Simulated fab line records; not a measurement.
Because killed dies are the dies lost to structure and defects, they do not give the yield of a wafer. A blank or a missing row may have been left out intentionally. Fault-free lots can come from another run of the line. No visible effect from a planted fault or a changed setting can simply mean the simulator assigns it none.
fab line records	flow n5-finfet
record: lots: 7	wafers: 19	last-day: 17
route steps=1938 shown BEOL_M3@962 BEOL_M4@1111 PASSIVATION@1936
lots untouched by any fault: they come from a run of this same line in which no faults occurred
start-h: the number of hours between the record's first day and the start of the first shown wafer of the lot	wait-h: hours since the lot's step before	" repeats the value in the row above	L1.1+2: a single row standing in for several wafers	- either no value or no given start	* or withheld: withheld	< > ~ a bound
route shown NAME@n: NAME is a module with steps in the file, n the number in the route of the first one	usual: mean/standard deviation of fault-free wafers	same: alike in all rows	chamber/n: place in a boat	sites: each site's reading	_std_site: standard deviation across them	_edge_site: mean of outer sites minus mean of inner sites	radius-mm: for every site, how far away it sits from the centre of the wafer	mask NAME#n: copy n	behind: the most recent tool/chamber to have shaped the wafer	hold: why the lot went on hold/how many hours it stayed there/how the hold came to an end	device: the n, p or np transistor that did not switch	end of line: tests of these same wafers at the route's end	step lacking rows: just its recipe	killed: dies that structure and defects cost at the first sort, which is not the same as the wafer's yield	map: a wafer's dies, marking killed ones x, the rest . and places with no die _
set.NAME: the setting the step ran with; set.NAME@STEP: the setting that earlier step ran with	model.NAME: the simulator's own value behind a step, which no gauge read
lots seen at some steps along the route; tables by step, rows by wafer
services: when a tool's chamber went out of use (start-h, in hours from the record's first day, below 0 if earlier), for how many hours, and the reason
== steps ==
step: N5_BEOL_M3_SOFTBAKE_23
recipe: temp-c: 110	time-s: 60	resist: CAR-EUV
step: N5_BEOL_M3_EXPOSE_25
recipe: mask-id: V2	na: 0.33	source-shape: quasar	sigma-inner: 0.2	sigma-outer: 0.8	polarization: unpolarized	defocus-nm: 5	dose-mj: 63
step: N5_BEOL_M3_PEB_26
recipe: peb-temp-c: 100	peb-time-s: 60	resist: CAR-EUV
step: N5_BEOL_M3_DEVELOP_27
recipe: develop-time-s: 30	developer: TMAH	resist: CAR-EUV	rinse-liquid: surfactant-rinse	dry: air-spin	dev-temp-c: 23
step: N5_BEOL_M3_CD_MEAS_28
recipe: target-cd-nm: 25.7	landing-energy-ev: 500	detector: se-inlens	target-cd-y-nm: 23.3	polarity: opening
usual: cd-nm: 25.64/0.24
lot.wafer	tool	chamber	start-h	wait-h	cd-nm
L931.1	cd-sem-03	0	153.30	-	25.69
L931.2	"	0	"	"	25.95
L931.4	"	0	"	"	26.11
L929.1	cd-sem-01	0	153.39	-	25.81
L929.3	"	0	"	"	25.64
L929.6	"	0	"	"	25.55
L936.2	cd-sem-03	0	194.61	-	25.99
L936.5	"	0	"	"	25.63
L939.5	cd-sem-02	0	204.29	-	25.45
L939.6	"	0	"	"	25.56
L941.3	cd-sem-01	0	219.71	-	25.50
L941.4	"	0	"	"	25.74
L941.5	"	0	"	"	25.79
L944.2	cd-sem-03	0	242.14	-	25.26
L944.3	"	0	"	"	25.74
L944.5	"	0	"	"	25.57
L951.1	cd-sem-01	0	282.41	-	25.66
L951.3	"	0	"	"	25.45
L951.5	"	0	"	"	25.88
step: N5_BEOL_M3_OVL_MEAS_29
recipe: points-per-wafer: 522
usual: V2_OVL: 0.4/0.66
lot.wafer	tool	chamber	start-h	wait-h	V2_OVL[nm]
L931.1	overlay-02	0	153.33	0.0	0.9
L931.2	"	0	"	"	0.0
L931.4	"	0	"	"	-0.6
L929.1	overlay-01	0	153.42	0.0	1.0
L929.3	"	0	"	"	0.0
L929.6	"	0	"	"	0.2
L936.2	overlay-02	0	194.64	0.0	-0.3
L936.5	"	0	"	"	-0.4
L939.5	overlay-02	0	204.34	0.0	1.7
L939.6	"	0	"	"	0.9
L941.3	overlay-02	0	219.75	0.0	0.3
L941.4	"	0	"	"	-0.5
L941.5	"	0	"	"	-0.3
L944.2	overlay-02	0	242.17	0.0	1.4
L944.3	"	0	"	"	-0.8
L944.5	"	0	"	"	0.2
L951.1	overlay-02	0	282.44	0.0	0.5
L951.3	"	0	"	"	0.3
L951.5	"	0	"	"	1.1
step: N5_BEOL_M3_INSPECT_30
recipe: mode: adi	inspect-instrument: brightfield
usual: raw-defect-count: 406/89
lot.wafer	tool	chamber	start-h	wait-h	raw-defect-count
L931.1	defect-inspect-02	-	153.39	0.1	313
L931.2	"	-	"	"	407
L931.4	"	-	"	"	387
L929.1	defect-inspect-01	-	153.48	0.1	263
L929.3	"	-	"	"	294
L929.6	"	-	"	"	313
L936.2	defect-inspect-01	-	194.70	0.0	297
L936.5	"	-	"	"	461
L939.5	defect-inspect-02	-	204.38	0.0	409
L939.6	"	-	"	"	299
L941.3	defect-inspect-02	-	219.79	0.0	477
L941.4	"	-	"	"	553
L941.5	"	-	"	"	410
L944.2	defect-inspect-01	-	242.23	0.0	532
L944.3	"	-	"	"	542
L944.5	"	-	"	"	520
L951.1	defect-inspect-02	-	282.50	0.1	328
L951.3	"	-	"	"	352
L951.5	"	-	"	"	429
step: N5_BEOL_M3_DESCUM_33
recipe: chemistry: O2	time-s: 7	source-power-w: 50	bias-power-w: 20	pressure-mtorr: 20	rf-frequency-hz: 2.712e+07	temp-c: 40	resist: CAR-EUV	o2-flow-sccm: 225
usual: bias-power-w: 20.01/0.057	drypump-motor-current-A: 5.9/0.48	oes-product-au: 0.82/0.097	rf-vpp-V: 243.2/1.3	showerhead-plenum-p-Torr: 2.10/0.065	throttle-valve-pct: 20.36/0.23
lot.wafer	tool	chamber	start-h	wait-h	bias-power-w	drypump-motor-current-A	oes-product-au	rf-hours-counter-h	rf-vpp-V	showerhead-plenum-p-Torr	throttle-valve-pct
L931.1	rie-diel-06	2	153.42	0.0	19.98	5.4	0.75	153	244.8	2.09	20.71
L931.2	"	1	"	"	20.04	5.5	1.01	0	242.6	2.05	20.17
L931.4	"	3	"	"	20.05	5.4	0.92	27	245.6	2.24	20.23
L929.1	rie-diel-03	2	153.67	0.2	20.05	6.6	1.04	0	242.7	2.16	20.21
L929.3	"	0	"	"	19.91	6.2	0.69	250	242.5	2.05	20.34
L929.6	"	0	"	"	19.92	6.2	0.69	-	244.1	2.05	20.35
L936.2	rie-diel-02	1	194.73	0.0	20.06	6.6	0.79	98	244.5	2.12	20.24
L936.5	"	0	"	"	19.89	6.3	0.70	-	245.3	2.16	20.22
L939.5	rie-diel-06	3	204.42	0.0	20.03	5.4	0.89	-	245.1	2.23	20.27
L939.6	"	2	"	"	20.01	5.3	0.74	-	242.9	2.08	20.72
L941.3	rie-diel-06	2	219.83	0.0	20.00	5.3	0.74	173	243.3	2.08	20.75
L941.4	"	1	"	"	20.11	5.5	0.94	21	242.3	2.05	20.20
L941.5	"	3	"	"	20.02	5.4	0.88	-	246.3	2.23	20.27
L944.2	rie-diel-02	3	242.26	0.0	20.02	5.3	0.83	72	241.9	2.03	20.21
L944.3	"	0	"	"	20.01	6.2	0.68	232	245.0	2.16	20.26
L944.5	"	2	"	"	20.01	6.1	0.94	-	242.3	2.05	20.34
L951.1	rie-diel-02	0	282.69	0.2	20.02	6.2	0.68	242	243.5	2.15	20.27
L951.3	"	2	"	"	19.96	6.1	0.91	26	243.0	2.05	20.36
L951.5	"	3	"	"	19.90	5.2	0.81	-	242.5	2.02	20.22
step: N5_BEOL_M3_ETCH_77
recipe: chemistry: N2/H2	target: underlayer	target-depth-a: 65	mask-material: CAR-EUV	time-s: 5.2	ion-energy-ev: 200	pressure-mtorr: 30	source-w: 840	bias-w: 150	n2-flow-sccm: 200	h2-flow-sccm: 200	ends: cleared
usual: drypump-motor-current-A: 5.9/0.48	etch-rf-on-time-s: 5.30/0.18	oes-product-au: 0.69/0.084	rf-vpp-V: 524.1/2.1	showerhead-plenum-p-Torr: 2.54/0.067	throttle-valve-pct: 17.8/0.32
lot.wafer	tool	chamber	start-h	wait-h	drypump-motor-current-A	etch-rf-on-time-s	oes-product-au	rf-hours-counter-h	rf-vpp-V	showerhead-plenum-p-Torr	throttle-valve-pct
L931.1	rie-diel-06	2	153.46	0.0	5.4	5.71	0.62	153	523.4	2.56	18.2
L931.2	"	1	"	"	5.5	5.01	0.85	0	521.7	2.51	17.7
L931.4	"	3	"	"	5.4	5.35	0.75	27	528.5	2.69	17.4
L929.1	rie-diel-03	2	153.70	0.0	6.6	5.20	0.86	0	526.4	2.58	17.3
L929.3	"	0	"	"	6.2	5.13	0.59	250	524.3	2.51	18.0
L929.6	"	0	"	"	6.2	5.07	0.59	-	523.0	2.51	18.0
L936.2	rie-diel-02	1	194.77	0.0	6.6	5.27	0.68	98	525.3	2.56	17.6
L936.5	"	0	"	"	6.3	5.31	0.57	-	523.5	2.59	17.5
L939.5	rie-diel-06	3	204.45	0.0	5.4	5.37	0.73	-	527.4	2.69	17.4
L939.6	"	2	"	"	5.4	5.63	0.62	-	523.4	2.55	18.3
L941.3	rie-diel-06	2	219.86	0.0	5.4	5.64	0.61	173	523.5	2.55	18.3
L941.4	"	1	"	"	5.5	4.95	0.80	21	523.5	2.50	17.7
L941.5	"	3	"	"	5.4	5.31	0.73	-	527.6	2.68	17.4
L944.2	rie-diel-02	3	242.29	0.0	5.3	5.11	0.71	72	521.3	2.47	17.6
L944.3	"	0	"	"	6.3	5.25	0.57	232	526.8	2.59	17.5
L944.5	"	2	"	"	6.1	5.12	0.80	-	522.1	2.53	18.1
L951.1	rie-diel-02	0	282.73	0.0	6.3	5.42	0.56	242	524.9	2.58	17.6
L951.3	"	2	"	"	6.1	5.35	0.75	26	522.4	2.52	18.2
L951.5	"	3	"	"	5.2	5.24	0.68	-	521.0	2.46	17.6
step: N5_BEOL_M3_ETCH_69
recipe: chemistry: CF4	target: SiARC	target-depth-a: 156	mask-material: CAR-EUV	time-s: 26	ion-energy-ev: 80	pressure-mtorr: 40	source-w: 545	bias-w: 36	Ar_flow_sccm: 100	cf4-flow-sccm: 100	ends: cleared
usual: drypump-motor-current-A: 5.9/0.48	etch-rf-on-time-s: 26.3/0.88	oes-product-au: 0.69/0.084	rf-vpp-V: 184.2/1.1	showerhead-plenum-p-Torr: 2.15/0.058	throttle-valve-pct: 15.56/0.27
lot.wafer	tool	chamber	start-h	wait-h	drypump-motor-current-A	etch-rf-on-time-s	oes-product-au	rf-hours-counter-h	rf-vpp-V	showerhead-plenum-p-Torr	throttle-valve-pct
L931.1	rie-diel-06	2	153.47	0.0	5.4	27.9	0.64	153	183.9	2.15	15.98
L931.2	"	1	"	"	5.5	24.6	0.88	1	183.4	2.11	15.33
L931.4	"	3	"	"	5.4	26.6	0.76	27	184.2	2.26	15.28
L929.1	rie-diel-03	2	153.72	0.0	6.6	26.3	0.86	0	185.2	2.19	15.33
L929.3	"	0	"	"	6.2	26.2	0.58	250	184.1	2.08	15.48
L929.6	"	0	"	"	6.2	26.0	0.58	-	182.7	2.08	15.47
L936.2	rie-diel-02	1	194.78	0.0	6.6	26.8	0.67	98	184.7	2.16	15.42
L936.5	"	0	"	"	6.3	26.6	0.58	-	184.6	2.22	15.58
L939.5	rie-diel-06	3	204.49	0.0	5.4	26.6	0.73	-	184.0	2.26	15.29
L939.6	"	2	"	"	5.4	27.7	0.62	-	184.5	2.15	16.00
L941.3	rie-diel-06	2	219.88	0.0	5.3	28.0	0.62	173	184.2	2.14	16.02
L941.4	"	1	"	"	5.5	24.8	0.80	21	183.8	2.10	15.40
L941.5	"	3	"	"	5.4	26.6	0.73	-	186.4	2.26	15.32
L944.2	rie-diel-02	3	242.31	0.0	5.2	25.5	0.70	72	184.1	2.09	15.44
L944.3	"	0	"	"	6.3	26.5	0.57	232	184.0	2.22	15.61
L944.5	"	2	"	"	6.1	25.8	0.80	-	184.0	2.11	15.52
L951.1	rie-diel-02	0	282.74	0.0	6.3	26.9	0.57	242	184.8	2.21	15.62
L951.3	"	2	"	"	6.1	26.2	0.76	26	183.9	2.10	15.55
L951.5	"	3	"	"	5.2	25.6	0.70	-	184.2	2.08	15.47
step: N5_BEOL_M3_ALD_98
recipe: material: SiO2	target-thk-a: 25	temp-c: 100	ald-precursor-family: BDEAS	ald-co-reactant: O2-plasma	pulse-time-s: 1	co-reactant-pulse-time-s: 1	purge-time-s: 2	co-reactant-purge-time-s: 2	ald-cycles: 17	pressure-torr: 2
usual: heater-power-w: 80/5.3	precursor-pulse-height-rel: 0.999/0.021	susceptor-temp-C: 100.00/0.11
lot.wafer	tool	chamber	start-h	wait-h	heater-power-w	precursor-pulse-height-rel	susceptor-temp-C
L931.1	ald-sin-03	1	153.56	0.1	75	0.976	99.90
L931.2	"	0	"	"	77	1.011	100.08
L931.4	"	2	"	"	82	1.000	100.01
L929.1	ald-sin-03	2	153.80	0.1	79	0.958	100.02
L929.3	"	3	"	"	73	0.984	99.84
L929.6	"	1	"	"	75	0.965	100.05
L936.2	ald-sin-03	0	195.02	0.2	78	0.972	99.95
L936.5	"	3	"	"	75	1.017	99.80
L939.5	ald-sin-04	3	204.76	0.2	85	1.021	99.98
L939.6	"	2	"	"	79	1.026	100.01
L941.3	ald-sin-02	2	219.96	0.1	82	0.995	100.06
L941.4	"	0	"	"	82	0.992	100.09
L941.5	"	3	"	"	77	0.999	100.04
L944.2	ald-sin-03	0	242.40	0.1	79	0.993	100.02
L944.3	"	2	"	"	83	0.997	100.05
L944.5	"	1	"	"	75	1.000	99.82
L951.1	ald-sin-02	0	282.82	0.1	81	0.999	100.01
L951.3	"	3	"	"	77	0.989	99.96
L951.5	"	1	"	"	73	1.044	100.01
step: N5_BEOL_M3_ETCHBACK_99
recipe: chemistry: CHF3	target: SiO2	target-depth-a: 50	time-s: 10.4	source-w: 215	bias-w: 47	Ar_flow_sccm: 200	CHF3_flow_sccm: 12	ion-energy-ev: 100	pressure-mtorr: 30
usual: drypump-motor-current-A: 5.9/0.47	oes_f_703_au: 0.79/0.095	oes-product-au: 0.81/0.099	rf-vpp-V: 244/7.6	showerhead-plenum-p-Torr: 2.16/0.065	throttle-valve-pct: 17.01/0.27
lot.wafer	tool	chamber	start-h	wait-h	drypump-motor-current-A	oes_f_703_au	oes-product-au	rf-hours-counter-h	rf-vpp-V	showerhead-plenum-p-Torr	throttle-valve-pct
L931.1	rie-diel-06	2	154.17	0.6	5.3	0.72	0.74	153	251	2.14	17.29
L931.2	"	0	"	"	6.1	0.85	0.84	72	237	2.19	17.27
L931.4	"	3	"	"	5.4	0.85	0.89	28	247	2.29	16.80
L929.1	rie-diel-02	0	154.30	0.5	6.2	0.69	0.68	201	240	2.24	16.96
L929.3	"	1	"	"	6.6	0.79	0.80	83	261	2.17	16.76
L929.6	"	3	"	"	5.2	0.87	0.87	-	233	2.10	16.81
L936.2	rie-diel-06	3	195.38	0.3	5.4	0.82	0.89	40	246	2.29	16.82
L936.5	"	1	"	"	5.5	0.93	0.94	-	245	2.11	16.83
L939.5	rie-diel-06	0	209.42	4.6	6.1	0.83	0.83	-	240	2.19	17.27
L939.6	"	1	"	"	5.5	0.92	0.94	-	244	2.11	16.83
L941.3	rie-diel-06	0	226.76	6.8	6.0	0.82	0.82	94	237	2.18	17.29
L941.4	"	2	"	"	5.4	0.69	0.72	176	253	2.13	17.34
L941.5	"	3	"	"	5.4	0.81	0.85	-	245	2.28	16.84
L944.2	rie-diel-02	3	247.09	4.6	5.3	0.82	0.82	73	232	2.09	16.87
L944.3	"	1	"	"	6.6	0.75	0.78	112	261	2.16	16.83
L944.5	"	3	"	"	5.3	0.82	0.82	-	231	2.09	16.89
L951.1	rie-diel-03	1	287.48	4.6	5.7	0.72	0.73	208	236	2.04	17.43
L951.3	"	2	"	"	6.6	0.82	0.88	45	249	2.19	16.87
L951.5	"	3	"	"	5.7	0.65	0.66	-	245	2.20	17.35
step: N5_BEOL_M3_ETCH_70
recipe: chemistry: N2/H2	target: SOC	target-depth-a: 800	overetch-a: 160	mask-material: SiARC	temp-c: 40	time-s: 120	ion-energy-ev: 200	pressure-mtorr: 30	source-w: 840	bias-w: 150	n2-flow-sccm: 200	h2-flow-sccm: 200
usual: drypump-motor-current-A: 5.9/0.46	oes-product-au: 0.62/0.069	rf-vpp-V: 524.0/2.1	showerhead-plenum-p-Torr: 2.55/0.072	throttle-valve-pct: 17.7/0.33
lot.wafer	tool	chamber	start-h	wait-h	drypump-motor-current-A	oes-product-au	rf-hours-counter-h	rf-vpp-V	showerhead-plenum-p-Torr	throttle-valve-pct	model.SiARC_of_BEOL_M3_COAT_68.thk-nm
L931.1	rie-diel-06	2	154.20	0.0	5.4	0.59	153	524.8	2.56	18.2	6.6
L931.2	"	0	"	"	6.1	0.63	72	525.4	2.59	18.0	6.2
L931.4	"	3	"	"	5.4	0.68	28	528.5	2.69	17.4	6.6
L929.1	rie-diel-02	0	154.34	0.0	6.3	0.54	201	525.1	2.60	17.4	6.6
L929.3	"	1	"	"	6.6	0.62	83	523.5	2.57	17.5	6.2
L929.6	"	3	"	"	5.3	0.66	-	523.3	2.48	17.5	6.6
L936.2	rie-diel-06	3	195.42	0.0	5.4	0.68	40	529.1	2.69	17.4	6.4
L936.5	"	1	"	"	5.5	0.71	-	523.1	2.51	17.7	8
L939.5	rie-diel-06	0	209.48	0.0	6.1	0.62	-	524.0	2.58	18.0	8
L939.6	"	1	"	"	5.5	0.70	-	523.1	2.50	17.7	6
L941.3	rie-diel-06	0	226.80	0.0	6.0	0.62	94	523.5	2.58	18.0	8
L941.4	"	2	"	"	5.4	0.58	176	524.6	2.55	18.3	6.6
L941.5	"	3	"	"	5.4	0.66	-	527.5	2.68	17.4	8.2
L944.2	rie-diel-02	3	247.13	0.0	5.3	0.63	73	521.3	2.47	17.5	6.6
L944.3	"	1	"	"	6.7	0.61	112	524.8	2.56	17.6	6.2
L944.5	"	3	"	"	5.2	0.62	-	523.1	2.47	17.5	6.4
L951.1	rie-diel-03	1	287.52	0.0	5.7	0.56	208	521.1	2.38	17.9	6.6
L951.3	"	2	"	"	6.6	0.67	45	525.9	2.56	17.3	6.4
L951.5	"	3	"	"	5.7	0.51	-	525.8	2.61	18.1	6.8
step: N5_BEOL_M3_STRIP_71
recipe: chemistry: N2/H2	temp-c: 40	n2-flow-sccm: 200	h2-flow-sccm: 200	rf-frequency-hz: 6e+07
step: N5_BEOL_M4_RC_MEAS_101
usual: DIBL_N: 36.1/2	DIBL_P: 36.3/2.4	IOFF_N: 0.15/0.035	IOFF_P: 0.21/0.039	ION_N: 672/15	ION_P: 463/9.7	SS_N: 71.5/0.7	SS_P: 73.2/0.75	VT_N: 251/3.6	VT_P: -250/3.8
lot.wafer	tool	chamber	start-h	wait-h	DIBL_N[mV/V]	DIBL_P[mV/V]	IOFF_N[nA/um]	IOFF_P[nA/um]	ION_N[uA/um]	ION_P[uA/um]	SS_N[mV/dec]	SS_P[mV/dec]	VT_N[mV]	VT_P[mV]
L929.1	prober-01	0	174.26	0.0	35.5	35.3	0.14	0.20	668	469	70.8	72.7	252	-247
L929.3	"	0	"	"	37.1	36.5	0.15	0.21	655	457	72.1	73.5	255	-249
L929.6	"	0	"	"	34.0	33.5	0.11	0.18	651	456	70.9	72.8	257	-251
L931.1	prober-01	0	176.20	0.0	35.5	36.0	0.14	0.22	659	460	71.7	73.3	250	-245
L931.2	"	0	"	"	32.9	33.8	0.11	0.19	667	471	70.3	72.6	255	-250
L931.4	"	0	"	"	36.2	37.9	0.18	0.25	696	482	71.8	73.1	245	-245
L936.2	prober-01	0	214.36	0.6	33.8	33.7	0.13	0.19	679	464	71.3	72.3	251	-248
L936.5	"	0	"	"	34.5	35.1	0.15	0.20	671	459	71.5	73.7	248	-248
L939.5	prober-01	0	221.90	0.6	37.1	36.8	0.15	0.18	660	443	72.5	73.1	253	-254
L939.6	"	0	"	"	38.5	40.0	0.20	0.22	683	458	72.6	74.4	249	-251
L941.3	prober-01	0	246.33	0.3	37.6	37.9	0.19	0.24	694	479	72.0	73.2	244	-249
L941.4	"	0	"	"	37.0	36.2	0.17	0.22	668	458	72.0	74.1	248	-248
L941.5	"	0	"	"	37.9	37.2	0.19	0.24	712	479	71.9	72.9	248	-249
L944.2	prober-01	0	264.07	0.2	37.5	37.4	0.18	0.27	688	476	72.2	73.8	248	-242
L944.3	"	0	"	"	33.1	33.3	0.13	0.20	684	474	70.5	72.5	252	-247
L944.5	"	0	"	"	34.8	34.1	0.14	0.22	680	476	72.0	72.7	251	-246
L951.1	prober-01	0	310.95	0.0	39.8	40.2	0.20	0.29	699	476	72.3	73.3	248	-243
L951.3	"	0	"	"	38.9	37.7	0.18	0.23	682	461	72.0	73.3	248	-250
L951.5	"	0	"	"	35.8	34.4	0.12	0.18	650	457	71.3	73.0	254	-248
step: N5_PASSIVATION_PROBE_49
usual: defect-limited-yield: 91.1/1.6	killed_at_M0_to_M3: 35/11	killed_at_M4_up: 13/5.4	killed-at-contacts: 13/6.5	killed-at-front-end: 40/14	killed-at-other: 4/3.1	killed-dies: 105/18	killed-open: 69/14	killed-short: 34/7.3	sort_bin_5_function: 5.2/0.96	sort_bin_6_memory: 3.4/0.77	sort-n-pass: 1075/19	sort-yield-pct: 91.1/1.6
same: gross-dies: 1180	killed-at-back-side: 0	sort_bin_4_leakage[%]: 0	sort_bin_8_speed[%]: 0
lot.wafer	tool	chamber	start-h	wait-h	defect-limited-yield[%]	killed_at_M0_to_M3	killed_at_M4_up	killed-at-contacts	killed-at-front-end	killed-at-other	killed-dies	killed-open	killed-short	sort_bin_5_function[%]	sort_bin_6_memory[%]	sort-n-pass	sort-yield-pct[%]
L936.2	prober-02	-	317.62	0.1	90.4	34	23	23	31	2	113	86	26	6.2	3.2	1067	90.4
L936.5	prober-02	-	317.77	0.2	91.7	21	9	20	43	5	98	71	26	4.2	3.6	1082	91.7
killed by level:class
L936.2 MOL_CONTACT_COAG:geometric-particle:open=18 BEOL_M2:geometric-particle:open=16 DUMMY_GATE:geometric-particle:open=9 FIN_SAQP:geometric-particle:open=8 BEOL_M3:geometric-particle:open=7 FIN_SAQP:geometric-particle:short=5 MOL_CONTACT_COAG:geometric-particle:short=5 BEOL_M8:geometric-particle:open=5
L936.5 MOL_CONTACT_COAG:geometric-particle:open=18 BEOL_M3:geometric-particle:open=8 FIN_SAQP:geometric-particle:short=7 GATE_CUT:geometric-particle:open=7 FIN_SAQP:geometric-particle:open=5 DUMMY_GATE:geometric-particle:open=5 BEOL_M1:geometric-particle:open=5 GATE_CUT:geometric-particle:short=4
== services ==
tool	chamber	start-h	hours	kind
rie-diel-03	2	135.89	-	clean
rie-diel-03	2	135.89	-	consumable-replace:focus-ring
rie-diel-03	2	135.89	17.7	scheduled-down
rie-diel-03	2	135.89	17.7	vent-cycle
ald-sin-03	-	141.99	6.1	pm
rie-diel-02	-	142.37	0.3	repair
rie-diel-03	0	154.19	-	clean
rie-diel-03	0	154.19	-	consumable-replace:focus-ring
rie-diel-03	0	154.19	17.6	scheduled-down
rie-diel-03	0	154.19	17.6	vent-cycle
ald-sin-03	1	165.87	3.7	repair
rie-diel-02	2	172.46	-	clean
rie-diel-02	2	172.46	-	consumable-replace:focus-ring
rie-diel-02	2	172.46	20.7	scheduled-down
rie-diel-02	2	172.46	20.7	vent-cycle
ald-sin-04	-	176.76	14.0	pm
ald-sin-04	0	176.76	14.0	vent-cycle
ald-sin-04	1	176.76	14.0	vent-cycle
ald-sin-04	2	176.76	14.0	vent-cycle
ald-sin-04	3	176.76	14.0	vent-cycle
ald-sin-04	0	190.76	-	clean
ald-sin-04	1	190.76	-	clean
ald-sin-02	1	226.46	17.7	repair
rie-diel-06	1	268.83	5.7	repair
== key ==
first-sign none at tools or gauges
model-effect: step: N5_BEOL_M3_ETCH_70	value: SiARC_of_BEOL_M3_COAT_68.thk-nm	without: 6.25	struck: 8.05
met-at N5_BEOL_M3_ETCH_70
struck-wafers L936.5,L939.5,L941.3,L941.5
onset-between 154.20 195.42
fault: kind: process-parameter-drift	tool: rie-diel-06	chamber: -	onset-h: 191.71	steps: N5_BEOL_M3_ETCH_70	channel: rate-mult	offset: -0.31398	shape: step	end-h: 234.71	scope: struck-wafers-only
